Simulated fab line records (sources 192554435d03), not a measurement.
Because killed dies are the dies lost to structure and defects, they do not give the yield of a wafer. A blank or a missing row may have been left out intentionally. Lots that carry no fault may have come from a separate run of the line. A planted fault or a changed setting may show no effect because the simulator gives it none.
Which tool was responsible? + flow n5-finfet + 12 lots with 36 wafers sampled at 6 steps, on a route of 1938 steps

WHAT EACH GAUGE READ, for each wafer
N5_BEOL_M3_OVL_MEAS_12.
| lot  | measured     | on         | M3_OVL (nm)    |
|------|--------------|------------|----------------|
| L076 | day 7 08:37  | overlay-02 | -0.2 -1.1 0.6  |
| L077 | day 7 17:59  | overlay-02 | 0.7 -0.4 -0.8  |
| L079 | day 8 12:27  | overlay-02 | -0.1 -0.8 -0.4 |
| L081 | day 9 00:56  | overlay-02 | -0.3 0.4 1.3   |
| L083 | day 9 13:08  | overlay-01 | -0.4 0.3 -0.1  |
| L084 | day 9 17:55  | overlay-02 | -0.1 -0.6 0.9  |
| L086 | day 11 02:54 | overlay-02 | -0.6 -0.7 -0.7 |
| L088 | day 11 11:16 | overlay-02 | -0.3 0.3 -0.4  |
| L094 | day 12 16:50 | overlay-01 | -1.2 -0.8 -0.6 |
| L091 | day 12 17:37 | overlay-02 | 1.0 0.9 0.6    |
| L092 | day 12 18:52 | overlay-02 | -0.1 0.0 -0.3  |
| L097 | day 13 13:54 | overlay-02 | -0.6 0.1 -0.7  |

WHAT TOOL EACH LOT RAN ON (gives the tool, then ch and the chambers of the sampled wafers, and finally the start)
| lot  | N5_BEOL_M2_SURFACE_TREAT_85  | N5_BEOL_M2_SPUTTER_88        | N5_BEOL_M2_SPUTTER_90        | N5_BEOL_M2_SPUTTER_94        | N5_BEOL_M3_PECVD_72             |
|------|------------------------------|------------------------------|------------------------------|------------------------------|---------------------------------|
| L076 | pvd-sputter-03, day 7 04:14  | pvd-sputter-01, day 7 05:22  | pvd-sputter-01, day 7 05:35  | pvd-sputter-01, day 7 06:01  | pecvd-01 ch 0,2, day 7 07:28    |
| L077 | pvd-sputter-01, day 7 12:55  | pvd-sputter-02, day 7 14:11  | pvd-sputter-02, day 7 14:24  | pvd-sputter-02, day 7 14:50  | pecvd-02 ch 0,1,2, day 7 16:18  |
| L079 | pvd-sputter-02, day 8 07:59  | pvd-sputter-01, day 8 09:12  | pvd-sputter-01, day 8 09:25  | pvd-sputter-01, day 8 09:52  | pecvd-01 ch 0,1, day 8 11:17    |
| L081 | pvd-sputter-03, day 8 18:49  | pvd-sputter-02, day 8 20:04  | pvd-sputter-02, day 8 20:17  | pvd-sputter-02, day 8 20:44  | pecvd-04 ch 0,2, day 8 22:10    |
| L083 | pvd-sputter-01, day 9 09:10  | pvd-sputter-01, day 9 10:17  | pvd-sputter-01, day 9 10:30  | pvd-sputter-01, day 9 10:56  | pecvd-02 ch 0,1,2, day 9 12:31  |
| L084 | pvd-sputter-02, day 9 12:29  | pvd-sputter-02, day 9 13:36  | pvd-sputter-02, day 9 13:49  | pvd-sputter-02, day 9 14:16  | pecvd-01 ch 1,2, day 9 15:42    |
| L086 | pvd-sputter-03, day 10 21:26 | pvd-sputter-03, day 10 22:34 | pvd-sputter-03, day 10 22:47 | pvd-sputter-03, day 10 23:13 | pecvd-04 ch 1,2, day 11 00:51   |
| L088 | pvd-sputter-01, day 11 05:16 | pvd-sputter-01, day 11 06:27 | pvd-sputter-01, day 11 06:40 | pvd-sputter-01, day 11 07:07 | pecvd-02 ch 0,1, day 11 09:01   |
| L094 | pvd-sputter-02, day 12 08:07 | pvd-sputter-02, day 12 09:31 | pvd-sputter-02, day 12 09:44 | pvd-sputter-02, day 12 10:11 | pecvd-01 ch 1,2, day 12 11:37   |
| L091 | pvd-sputter-03, day 12 10:22 | pvd-sputter-03, day 12 11:29 | pvd-sputter-03, day 12 11:42 | pvd-sputter-03, day 12 12:08 | pecvd-01 ch 0,2, day 12 13:35   |
| L092 | pvd-sputter-03, day 12 12:26 | pvd-sputter-03, day 12 15:14 | pvd-sputter-03, day 12 15:28 | pvd-sputter-03, day 12 15:54 | pecvd-04 ch 0,1,2, day 12 17:22 |
| L097 | pvd-sputter-03, day 13 10:04 | pvd-sputter-03, day 13 11:10 | pvd-sputter-03, day 13 11:23 | pvd-sputter-03, day 13 11:49 | pecvd-02 ch 0,1,2, day 13 13:15 |
- N5_BEOL_M2_SURFACE_TREAT_85
- N5_BEOL_M2_SPUTTER_88: material Cu, target thk 4.5 nm, time 8.29 s.
- N5_BEOL_M2_SPUTTER_90: material Cu, target thk 4.5 nm, time 8.29 s.
- N5_BEOL_M2_SPUTTER_94: material Cu, target thk 4.5 nm, time 8.29 s.
- N5_BEOL_M3_PECVD_72: deposits SiO2 from TEOS/O2, target thk 16 nm, time 18 s.

THE ANSWER, worked out from the rows above alone
Rule: what is usual is taken from the lots themselves. Put in order of their means at a reading, lots are off if they are a third of the lots or fewer, leave a main group of 4 or more, and stand apart from it by a gap of 3 or more times the standard deviation of the main group's means; of several such gaps the widest counts. A main group whose means are all the same, to the digits that the tables above print for the reading, isn't used. A lot without any number at a reading at which 4 lots or more have one is off too. Any other lot the step has rows for is counted as sound.
None of the lots is off at any reading shown; this tells nothing.

WHAT THE SIMULATOR HAD INSERTED
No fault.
